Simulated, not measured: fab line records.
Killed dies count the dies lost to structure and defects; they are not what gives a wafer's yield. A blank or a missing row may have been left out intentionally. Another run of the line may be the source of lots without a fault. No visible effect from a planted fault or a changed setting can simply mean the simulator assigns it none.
fab line records	flow n5_finfet	part 1 of 2: steps 1 to 17 of 18
record lots=7	wafers=21	last_day=16
route steps=1938 shown PMOS_HMC_CHANNEL_EPI@66 PASSIVATION@1936
lots with no fault: from the same line, run without faults
start_h: the number of hours between the record's first day and the start of the first shown wafer of the lot	wait_h: hours elapsed since this lot's preceding step	" unchanged from the row above	L1.1+2: a row that stands for several wafers	- no value, or no start was given	* or withheld: withheld	< > ~ a bound
route shown NAME@n: names a module that has steps shown in the file, with the first one's number in the route	usual: average and standard deviation across the fault-free wafers	same: alike in all rows	chamber/n: place in a boat	sites: the reading at each site	_std_site: standard deviation of those values	_edge_site: the outer-site mean with the inner-site mean subtracted	radius_mm: for every site, how far away it sits from the centre of the wafer	mask NAME#n: copy n	behind: the last tool/chamber to shape the wafer	hold: why the lot was held/for how many hours/how that ended	device: the transistor (n, p or np) that didn't switch	end of line: the tests these same wafers got at the end of their route	for a step that has no rows: nothing shown but its recipe	killed: at the first sort, the dies lost to defects and structure; wafer yield is something else	map: the dies of a wafer, with x for killed, . for not killed, _ for no die there
set.NAME: the run value of the setting; set.NAME@STEP: its run value at that earlier step	model.NAME: the simulator's own value behind a step, which no gauge read
lots seen at some steps along the route; tables by step, rows by wafer
services: from which hour (start_h, from the record's first day; less than 0 if before it) a tool's chamber was out of use, for how many hours, and why
## steps
# step N5_PMOS_HMC_CHANNEL_EPI_OVL_MEAS_10
# recipe points_per_wafer=44
# usual PMOS_HMC_BLK_OVL=-0.1/0.84
lot.wafer	tool	chamber	start_h	wait_h	PMOS_HMC_BLK_OVL[nm]
L954.1	overlay-02	0	17.12	0.0	-0.5
L954.5	"	0	"	"	0.8
L954.6	"	0	"	"	1.4
L964.1	overlay-01	0	77.21	0.0	0.4
L964.2	"	0	"	"	0.7
L964.6	"	0	"	"	0.2
L967.2	overlay-02	0	96.77	0.0	0.4
L967.3	"	0	"	"	-1.2
L967.6	"	0	"	"	1.0
L968.1	overlay-02	0	101.71	0.0	-0.5
L968.3	"	0	"	"	-1.1
L968.5	"	0	"	"	-1.0
L969.1	overlay-01	0	107.14	0.0	0.6
L969.3	"	0	"	"	0.7
L969.5	"	0	"	"	0.5
L974.3	overlay-01	0	137.42	0.0	-0.2
L974.5	"	0	"	"	-0.3
L974.6	"	0	"	"	-0.6
L975.2	overlay-01	0	142.90	0.0	1.0
L975.3	"	0	"	"	-0.9
L975.6	"	0	"	"	0.3
# step N5_PMOS_HMC_CHANNEL_EPI_INSPECT_11
# recipe mode=adi	inspect_instrument=macro
# usual raw_defect_count=2.2/1.5
lot.wafer	tool	chamber	start_h	wait_h	raw_defect_count
L954.1	defect_inspect-02	-	17.15	0.0	4
L954.5	"	-	"	"	6
L954.6	"	-	"	"	1
L964.1	defect_inspect-02	-	77.24	0.0	1
L964.2	"	-	"	"	2
L964.6	"	-	"	"	1
L967.2	defect_inspect-02	-	96.80	0.0	5
L967.3	"	-	"	"	4
L967.6	"	-	"	"	1
L968.1	defect_inspect-02	-	101.73	0.0	2
L968.3	"	-	"	"	2
L968.5	"	-	"	"	3
L969.1	defect_inspect-02	-	107.17	0.0	3
L969.3	"	-	"	"	0
L969.5	"	-	"	"	2
L974.3	defect_inspect-01	-	137.45	0.0	2
L974.5	"	-	"	"	1
L974.6	"	-	"	"	1
L975.2	defect_inspect-01	-	142.92	0.0	2
L975.3	"	-	"	"	4
L975.6	"	-	"	"	1
# step N5_PMOS_HMC_CHANNEL_EPI_DESCUM_14
# recipe chemistry=O2	time_s=7.9	source_power_w=50	bias_power_w=20	pressure_mtorr=20	rf_frequency_hz=2.712e+07	temp_c=40	resist=CAR-ArF-block	o2_flow_sccm=225
# usual drypump_motor_current_A=5.8/0.45	oes_product_au=0.81/0.07	rf_fwd_power_W=49.42/0.17	rf_vpp_V=243.2/1.1	showerhead_plenum_p_Torr=2.10/0.049	temp_c=40.00/0.11	throttle_valve_pct=20.37/0.23
# same time_s=7.9
lot.wafer	tool	chamber	start_h	wait_h	drypump_motor_current_A	oes_product_au	rf_fwd_power_W	rf_hours_counter_h	rf_vpp_V	showerhead_plenum_p_Torr	temp_c	throttle_valve_pct
L954.1	rie_diel-05	2	17.62	0.5	5.8	0.86	49.22	49	243.4	2.14	40.01	20.17
L954.5	"	0	"	"	5.8	0.75	49.36	-	243.7	2.06	39.87	20.21
L954.6	"	3	"	"	6.4	0.89	49.51	-	243.8	2.07	40.13	20.70
L964.1	rie_diel-05	1	77.27	0.0	5.6	0.78	49.33	125	244.9	2.18	39.86	20.15
L964.2	"	3	"	"	6.4	0.87	49.31	57	242.8	2.06	39.86	20.71
L964.6	"	0	"	"	5.9	0.76	49.33	-	242.9	2.06	40.07	20.21
L967.2	rie_diel-02	0	97.50	0.7	5.4	0.92	48.95	22	243.9	2.08	39.85	20.04
L967.3	"	1	"	"	5.7	0.82	49.33	66	243.9	2.03	40.16	20.22
L967.6	"	0	"	"	5.4	0.92	49.19	-	243.1	2.08	39.81	20.03
L968.1	rie_diel-02	0	101.77	0.0	5.4	0.91	49.39	25	242.6	2.08	40.04	20.05
L968.3	"	1	"	"	5.7	0.82	49.44	69	243.2	2.03	39.82	20.25
L968.5	"	2	"	"	6.4	0.73	49.13	-	243.5	2.13	40.01	20.73
L969.1	rie_diel-02	0	107.20	0.0	5.4	0.91	49.33	26	242.1	2.08	39.82	20.06
L969.3	"	3	"	"	5.4	0.77	49.35	143	243.1	2.10	39.96	20.63
L969.5	"	2	"	"	6.4	0.74	49.34	-	242.9	2.13	39.87	20.73
L974.3	rie_diel-05	1	137.48	0.0	5.6	0.75	49.72	146	244.1	2.17	40.19	20.19
L974.5	"	1	"	"	5.7	0.76	49.46	-	243.5	2.17	40.03	20.18
L974.6	"	0	"	"	5.8	0.73	49.33	-	241.6	2.05	40.18	20.25
L975.2	rie_diel-05	1	143.43	0.5	5.7	0.76	49.46	150	244.1	2.17	40.17	20.18
L975.3	"	0	"	"	5.9	0.73	49.37	214	242.0	2.05	39.74	20.25
L975.6	"	0	"	"	5.9	0.73	49.20	-	244.5	2.05	39.97	20.26
# step N5_PMOS_HMC_CHANNEL_EPI_ETCH_32
# recipe chemistry=N2/H2	target=BARC	stop_on=SiO2	target_depth_a=858	over_etch_frac=0.3	time_s=50.3	ion_energy_ev=200	mask_material=CAR-ArF-block	pressure_mtorr=30	source_w=840	bias_w=150	n2_flow_sccm=200	h2_flow_sccm=200
# usual drypump_motor_current_A=5.8/0.46	h2_flow_sccm=200.0/0.51	oes_product_au=0.69/0.058	rf_fwd_power_W=831/3.1	rf_vpp_V=523.9/1.8	showerhead_plenum_p_Torr=2.55/0.053	throttle_valve_pct=17.80/0.25
# same time_s=50.3
lot.wafer	tool	chamber	start_h	wait_h	drypump_motor_current_A	h2_flow_sccm	oes_product_au	rf_fwd_power_W	rf_hours_counter_h	rf_vpp_V	showerhead_plenum_p_Torr	throttle_valve_pct
L954.1	rie_diel-05	2	17.65	0.0	5.8	199.9	0.75	825	49	525.4	2.57	17.40
L954.5	"	0	"	"	5.9	200.2	0.64	832	-	522.8	2.53	17.90
L954.6	"	3	"	"	6.4	199.8	0.75	836	-	522.3	2.50	18.13
L964.1	rie_diel-05	1	77.30	0.0	5.7	199.9	0.66	829	125	526.7	2.63	17.53
L964.2	"	3	"	"	6.4	198.9	0.73	832	57	521.5	2.49	18.17
L964.6	"	0	"	"	5.8	200.8	0.64	834	-	524.4	2.52	17.93
L967.2	rie_diel-02	0	97.54	0.0	5.4	199.5	0.79	826	22	521.3	2.52	17.47
L967.3	"	1	"	"	5.7	199.7	0.71	834	66	522.0	2.47	17.81
L967.6	"	0	"	"	5.4	199.4	0.79	830	-	520.6	2.52	17.48
L968.1	rie_diel-02	0	101.80	0.0	5.4	199.3	0.79	829	25	522.2	2.52	17.47
L968.3	"	1	"	"	5.7	200.3	0.71	834	69	521.7	2.47	17.80
L968.5	"	2	"	"	6.4	201.0	0.62	828	-	524.2	2.53	17.87
L969.1	rie_diel-02	0	107.24	0.0	5.4	199.7	0.78	830	26	522.0	2.52	17.46
L969.3	"	3	"	"	5.4	200.9	0.65	833	143	524.1	2.57	18.24
L969.5	"	2	"	"	6.5	199.1	0.63	831	-	525.2	2.53	17.86
L974.3	rie_diel-05	1	137.51	0.0	5.7	200.3	0.64	835	146	526.8	2.62	17.57
L974.5	"	1	"	"	5.7	200.0	0.65	836	-	525.0	2.62	17.59
L974.6	"	0	"	"	5.8	200.3	0.62	832	-	523.1	2.51	17.96
L975.2	rie_diel-05	1	143.47	0.0	5.7	199.9	0.64	826	150	525.8	2.62	17.57
L975.3	"	0	"	"	5.9	200.2	0.62	833	214	524.4	2.51	17.97
L975.6	"	0	"	"	5.8	199.9	0.62	832	-	523.8	2.51	17.95
# step N5_PMOS_HMC_CHANNEL_EPI_HM_OPEN_15
# recipe chemistry=CHF3/O2	target=SiO2	mask_material=CAR-ArF-block	target_depth_a=406	CHF3_flow_sccm=50	O2_flow_sccm=5	Ar_flow_sccm=200	time_s=20.3	pressure_mtorr=30	source_w=650	bias_w=170	ion_energy_ev=200
# usual drypump_motor_current_A=5.8/0.46	oes_product_au=0.81/0.075	rf_fwd_power_W=644.9/2.3	rf_vpp_V=527/11	showerhead_plenum_p_Torr=2.41/0.047	throttle_valve_pct=18.77/0.22
# same time_s=20.3
lot.wafer	tool	chamber	start_h	wait_h	drypump_motor_current_A	oes_product_au	rf_fwd_power_W	rf_hours_counter_h	rf_vpp_V	showerhead_plenum_p_Torr	throttle_valve_pct
L954.1	rie_diel-05	2	17.70	0.0	5.9	0.87	644.7	49	508	2.44	18.51
L954.5	"	0	"	"	5.8	0.76	645.1	-	537	2.40	18.84
L954.6	"	3	"	"	6.4	0.89	645.4	-	525	2.38	19.09
L964.1	rie_diel-05	1	77.35	0.0	5.7	0.77	646.0	125	513	2.50	18.63
L964.2	"	3	"	"	6.4	0.85	644.2	57	529	2.37	19.14
L964.6	"	0	"	"	5.8	0.74	647.2	-	536	2.39	18.87
L967.2	rie_diel-02	0	97.58	0.0	5.4	0.94	646.3	22	544	2.38	18.41
L967.3	"	1	"	"	5.7	0.83	645.5	66	527	2.35	18.72
L967.6	"	0	"	"	5.4	0.94	643.3	-	544	2.38	18.39
L968.1	rie_diel-02	0	101.84	0.0	5.4	0.94	642.5	25	543	2.38	18.41
L968.3	"	1	"	"	5.7	0.83	643.8	69	525	2.34	18.74
L968.5	"	2	"	"	6.5	0.73	647.1	-	524	2.41	18.98
L969.1	rie_diel-02	0	107.28	0.0	5.4	0.94	643.4	26	544	2.38	18.41
L969.3	"	3	"	"	5.4	0.76	639.6	143	541	2.38	18.92
L969.5	"	2	"	"	6.5	0.73	648.0	-	525	2.41	18.96
L974.3	rie_diel-05	1	137.56	0.0	5.7	0.76	643.6	146	514	2.49	18.68
L974.5	"	1	"	"	5.7	0.76	645.9	-	512	2.49	18.68
L974.6	"	0	"	"	5.8	0.73	641.5	-	535	2.38	18.91
L975.2	rie_diel-05	1	143.51	0.0	5.7	0.75	645.2	150	512	2.49	18.70
L975.3	"	0	"	"	5.9	0.72	642.1	214	535	2.38	18.90
L975.6	"	0	"	"	5.8	0.72	644.6	-	537	2.38	18.89
# step N5_PMOS_HMC_CHANNEL_EPI_STRIP_33
# recipe chemistry=N2/H2	power_w=500	temp_c=40	pressure_mtorr=50	rf_frequency_hz=6e+07	overash_fraction=0.3	bias_power_w=8	h2_frac=0.5	n2_flow_sccm=300	h2_flow_sccm=300
# step N5_PMOS_HMC_CHANNEL_EPI_STRIP_17
# recipe chemistry=SPM	time_s=750	temp_c=130	h2so4_h2o2_vol_ratio=4	dry=ipa_marangoni
# step N5_PMOS_HMC_CHANNEL_EPI_ETCH_38
# recipe chemistry=CF4	target=SiO2	target_depth_a=15	ion_energy_ev=350	pressure_mtorr=10	icp_w=800	bias_w=400	cf4_flow_sccm=80
# usual drypump_motor_current_A=5.5/0.38	oes_product_au=0.993/0.02	rf_fwd_power_W=785/4.2	throttle_valve_pct=21.66/0.25
lot.wafer	tool	chamber	start_h	wait_h	drypump_motor_current_A	oes_product_au	rf_fwd_power_W	rf_hours_counter_h	throttle_valve_pct
L954.1	rie_si-02	2	18.06	0.0	5.6	1.005	790	82	21.57
L954.5	"	0	"	"	5.1	1.022	781	-	21.51
L954.6	"	1	"	"	5.1	0.979	787	-	21.48
L964.1	rie_si-02	0	77.72	0.0	5.1	1.011	780	25	21.51
L964.2	"	3	"	"	5.2	1.026	786	134	21.49
L964.6	"	2	"	"	5.6	0.998	788	-	21.56
L967.2	rie_si-02	2	97.96	0.0	5.6	0.986	785	83	21.55
L967.3	"	1	"	"	5.1	0.969	785	26	21.50
L967.6	"	3	"	"	5.3	1.011	792	-	21.48
L968.1	rie_si-05	3	102.22	0.0	5.8	1.002	790	3	21.78
L968.3	"	2	"	"	5.9	0.975	780	35	22.15
L968.5	"	1	"	"	5.2	0.963	784	-	21.69
L969.1	rie_si-02	3	107.65	0.0	5.2	1.024	782	134	21.50
L969.3	"	0	"	"	5.1	1.012	781	25	21.51
L969.5	"	0	"	"	5.2	1.010	782	-	21.50
L974.3	rie_si-05	2	137.93	0.0	5.9	0.975	782	35	22.14
L974.5	"	1	"	"	5.2	0.966	785	-	21.66
L974.6	"	2	"	"	5.9	0.966	784	-	22.14
L975.2	rie_si-05	0	143.89	0.0	5.6	0.999	782	127	21.52
L975.3	"	3	"	"	5.8	1.004	793	4	21.77
L975.6	"	2	"	"	5.9	0.989	784	-	22.12
# step N5_PMOS_HMC_CHANNEL_EPI_FIN_RECESS_16
# recipe chemistry=HBr/Cl2	target=Si	mask_material=SiO2	target_depth_a=540	time_s=18	pressure_mtorr=10	icp_w=800	bias_w=75	HBr_flow_sccm=150	Cl2_flow_sccm=80
# usual drypump_motor_current_A=5.5/0.38	oes_product_au=0.996/0.018	rf_fwd_power_W=795/3.1	throttle_valve_pct=35.2/0.34
# same time_s=18
lot.wafer	tool	chamber	start_h	wait_h	drypump_motor_current_A	oes_product_au	rf_fwd_power_W	rf_hours_counter_h	throttle_valve_pct
L954.1	rie_si-02	2	18.08	0.0	5.6	1.006	795	82	34.9
L954.5	"	0	"	"	5.1	1.018	792	-	35.7
L954.6	"	1	"	"	5.2	0.980	797	-	35.1
L964.1	rie_si-02	0	77.74	0.0	5.1	1.017	786	25	35.7
L964.2	"	3	"	"	5.2	1.020	797	134	34.9
L964.6	"	2	"	"	5.6	0.996	796	-	34.9
L967.2	rie_si-02	2	97.98	0.0	5.6	0.998	796	83	34.9
L967.3	"	1	"	"	5.2	0.987	797	26	35.1
L967.6	"	3	"	"	5.3	1.027	798	-	34.9
L968.1	rie_si-05	3	102.24	0.0	5.8	0.996	797	3	35.2
L968.3	"	2	"	"	5.9	0.986	793	35	35.9
L968.5	"	1	"	"	5.2	0.971	790	-	35.1
L969.1	rie_si-02	3	107.67	0.0	5.3	1.026	796	134	34.8
L969.3	"	0	"	"	5.1	1.014	787	25	35.6
L969.5	"	0	"	"	5.1	1.014	790	-	35.7
L974.3	rie_si-05	2	137.95	0.0	5.9	0.986	798	35	35.8
L974.5	"	1	"	"	5.3	0.976	798	-	35.1
L974.6	"	2	"	"	5.9	0.991	795	-	35.9
L975.2	rie_si-05	0	143.91	0.0	5.7	0.987	795	127	35.5
L975.3	"	3	"	"	5.8	1.004	797	4	35.2
L975.6	"	2	"	"	5.9	0.992	794	-	35.8
# step N5_PMOS_HMC_CHANNEL_EPI_PRECLEAN_36
# recipe chemistry=O3/DIW	time_s=45	temp_c=22	o3_ppm=10
# step N5_PMOS_HMC_CHANNEL_EPI_PRECLEAN_18
# recipe chemistry=DHF	time_s=30	temp_c=25	dilution=withheld
# step N5_PMOS_HMC_CHANNEL_EPI_SRD_19
# recipe dry=ipa_marangoni	do_ppb=5	time_s=30	temp_c=23	rinse_liquid=diw
# step N5_PMOS_HMC_CHANNEL_EPI_EPI_20
# recipe material=SiGe30	mask_material=SiO2	pressure_torr=20	target_thk_a=590	temp_c=600
# usual chamber_pressure_Torr=20.00/0.039	lamp_inner_pct=12.5/1
lot.wafer	tool	chamber	start_h	wait_h	chamber_pressure_Torr	lamp_inner_pct
L954.1	epi_rpcvd-01	0	18.25	0.0	20.00	13.0
L954.5	"	0	"	"	20.07	13.3
L954.6	"	0	"	"	20.00	13.2
L964.1	epi_rpcvd-02	0	77.91	0.0	19.99	11.1
L964.2	"	0	"	"	20.02	11.1
L964.6	"	0	"	"	20.00	11.0
L967.2	epi_rpcvd-01	-	98.35	0.2	-	-
L967.3	"	-	"	"	-	-
L967.6	"	-	"	"	-	-
L968.1	epi_rpcvd-01	-	102.41	0.0	-	-
L968.3	"	-	"	"	-	-
L968.5	"	-	"	"	-	-
L969.1	epi_rpcvd-01	-	107.85	0.0	-	-
L969.3	"	-	"	"	-	-
L969.5	"	-	"	"	-	-
L974.3	epi_rpcvd-01	0	138.52	0.4	19.94	13.2
L974.5	"	0	"	"	20.01	13.3
L974.6	"	0	"	"	20.04	13.3
L975.2	epi_rpcvd-04	0	144.28	0.2	19.94	13.2
L975.3	"	0	"	"	19.90	13.2
L975.6	"	0	"	"	19.92	13.2
# step N5_PMOS_HMC_CHANNEL_EPI_HM_STRIP_35
# recipe chemistry=dHF	temp_c=25	material=SiO2	target=SiO2	target_depth_a=396	time_s=216
# step N5_PMOS_HMC_CHANNEL_EPI_SRD_39
# recipe dry=ipa_marangoni	time_s=30	temp_c=23	rinse_liquid=diw
# step N5_PMOS_HMC_CHANNEL_EPI_CMP_21
# recipe material=SiGe30	post_cmp_clean=alkaline_brush	target_thk_nm=54
# step N5_PMOS_HMC_CHANNEL_EPI_PRECLEAN_40
# recipe chemistry=DHF	time_s=30	temp_c=25	dilution=withheld
## key
first_sign step=N5_PMOS_HMC_CHANNEL_EPI_EPI_20	reading=tool_record	direction=missing
effect step=N5_PASSIVATION_PROBE_49	reading=killed_at_front_end	direction=up	sigmas=96	usual=38	struck=1168
met_at N5_PMOS_HMC_CHANNEL_EPI_EPI_20
struck_wafers L967.2,L967.3,L967.6,L968.1,L968.3,L968.5,L969.1,L969.3,L969.5
later_rows_left_out L967.2,L967.3,L967.6,L968.1,L968.3,L968.5,L969.1,L969.3,L969.5
sort_left_out L967.2,L967.3,L967.6
onset_between 18.25 98.35
fault kind=skipped_step_whole	tool=epi_rpcvd-01	chamber=-	onset_h=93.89	steps=N5_PMOS_HMC_CHANNEL_EPI_EPI_20	scope=struck_lots_only
# sort_left_out: the simulated sort isn't trusted on such a fault, so these wafers' sort isn't shown, and their yield isn't known
# later_rows_left_out: the simulator's readings of these wafers behind a module that went badly wrong aren't trusted and aren't shown, but for the sort
